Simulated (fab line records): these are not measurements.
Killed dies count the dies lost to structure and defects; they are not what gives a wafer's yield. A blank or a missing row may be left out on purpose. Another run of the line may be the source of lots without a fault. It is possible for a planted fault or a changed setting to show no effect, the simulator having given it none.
A struck lot beside a sound one | flow n5 finfet | 16 steps out of a route of 1938
Sound: the wafers L907.3, L907.4, L907.6. Struck: wafer L917.5 (left out: L917.3, a lot-mate that was not struck); the cause follows at the end.
Per side, at each step with rows, come the tool, then ch with its chambers, and then its first start. Under that, the readings that differ: sound wafers | struck wafers | difference of the means | sigmas: that difference in standard deviations of wafers without a fault.
alike: same words and numbers on both sides, and readings whose means sit less than 2 such deviations apart. not compared: any withheld reading, any reading some wafer has no value for, any bound like >300 that may hide the same value, and any number with overlapping values for which the record gives no deviation.
The two part at a step that has a row with sigmas, a row that says differs or no value, or rows on one side only. Numbers that don't overlap but have no deviation are shown without sigmas and don't part them. A reading that every wafer of one side lacks parts them only if that side has two wafers or more.

first, 1 step without rows for these wafers: N5_BEOL_M2_STRIP_36 (strips in N2/H2).
N5_BEOL_M2_TRENCH_ETCH_37: etches SiOC in C4F6/O2, target depth 55.555 nm, time 29.2 s.
  sound: rie diel-04 ch 0,1,3; struck: rie diel-04 ch 1
  alike: drypump motor current A, oes product au, rf vpp V, showerhead plenum p Torr, throttle valve pct
  not compared: rf hours counter h
N5_BEOL_M2_ETCH_41: etches SiCN in CH3F/O2, target depth 29.9 nm, time 52.5 s.
  sound: rie diel-04 ch 0,1,3; struck: rie diel-04 ch 1
  alike: drypump motor current A, oes product au, rf vpp V, showerhead plenum p Torr, throttle valve pct
  not compared: rf hours counter h
then, 1 step without rows for these wafers: N5_BEOL_M2_STRIP_97 (strips in N2/H2, time 10 s).
N5_BEOL_M2_OCD_MEAS_38:
  sound: ocd-02 at day 10 06:13; struck: ocd-01 at day 12 04:44
  alike: trench depth nm
then, 4 steps without rows for these wafers: N5_BEOL_M2_HM_STRIP_39 (strips TiN in peroxide tin strip, target depth 25 nm, time 158 s); N5_BEOL_M2_SRD_40 (time 30 s); N5_BEOL_M2_PRECLEAN_42 (cleans in residue remover, time 60 s); N5_BEOL_M2_SRD_43 (time 30 s).
N5_BEOL_M2_CD_MEAS_35: target cd 18 nm, target cd y 22.2 nm.
  sound: cd sem-03 at day 10 06:23; struck: cd sem-01 at day 12 04:53
  alike: cd nm
N5_BEOL_M2_DEGAS_44: time 60 s.
  sound: pvd sputter-01 at day 10 06:25; struck: pvd sputter-01 at day 12 05:02
  alike: heater power w
N5_BEOL_M2_PRE_CLEAN_45: time 30 s.
  sound: pvd sputter-01 at day 10 06:28; struck: pvd sputter-01 at day 12 05:04
  alike: heater power w
N5_BEOL_M2_ALD_84: deposits TaN, pulse time 2 s, purge time 3 s, co reactant purge time 2 s.
  sound on ald metal-03 ch 0,3, day 10 06:33; struck on ald metal-03 ch 0, day 12 05:08
  reading    | sound    | struck | difference | sigmas
  ald cycles | 30 30 30 | 32     | +2         |
  alike: heater power w, precursor vessel carrier sccm
  not compared: since wet clean h
N5_BEOL_M2_SURFACE_TREAT_85:
  sound: pvd sputter-03 at day 10 06:52; struck: pvd sputter-03 at day 12 05:31
  not compared: throttle valve pct
-- here the record skips 2 days between the struck wafers' starts before and after, leaving off in module BEOL_M2 and picking up in module BEOL_M4 (first step shown: number 1111 of the route) --
N5_BEOL_M4_RC_MEAS_101:
  sound on prober-02 ch 0, day 12 02:07; struck on prober-02 ch 0, day 14 07:36
  alike: DIBL_N, DIBL_P, IOFF_N, IOFF_P, ION_N, ION_P, SS_N, SS_P, VT_N, VT_P
-- the record jumps here: 4 days lie between the struck wafers' starts before and after (it left off in module BEOL_M4 and takes up again in module PASSIVATION, whose first step shown is number 1936 of the route) --
N5_PASSIVATION_PROBE_49:
  sound: prober-02 at day 16 16:26; struck: prober-01 at day 18 18:05
  reading                  | sound          | struck | difference | sigmas
  defect limited yield (%) | 92.2 87.6 89.7 | 93.3   | +3.5       | +2
  killed at front end      | 30 58 49       | 18     | -28        | -3
  killed dies              | 92 146 122     | 79     | -41        | -2
  killed open              | 64 109 86      | 47     | -39        | -3
  sort_bin_6_memory (%)    | 3.3 4.5 3.6    | 2.1    | -1.7       | -2
  sort n pass              | 1088 1034 1058 | 1101   | +41        | +2
  sort yield pct (%)       | 92.2 87.6 89.7 | 93.3   | +3.5       | +2
  alike: killed_at_M0_to_M3, killed_at_M4_up, killed at contacts, killed at other, killed short, sort_bin_5_function

## WHERE THEY PART
N5_PASSIVATION_PROBE_49 only, going by this record.

WHY: whatever the simulator had introduced
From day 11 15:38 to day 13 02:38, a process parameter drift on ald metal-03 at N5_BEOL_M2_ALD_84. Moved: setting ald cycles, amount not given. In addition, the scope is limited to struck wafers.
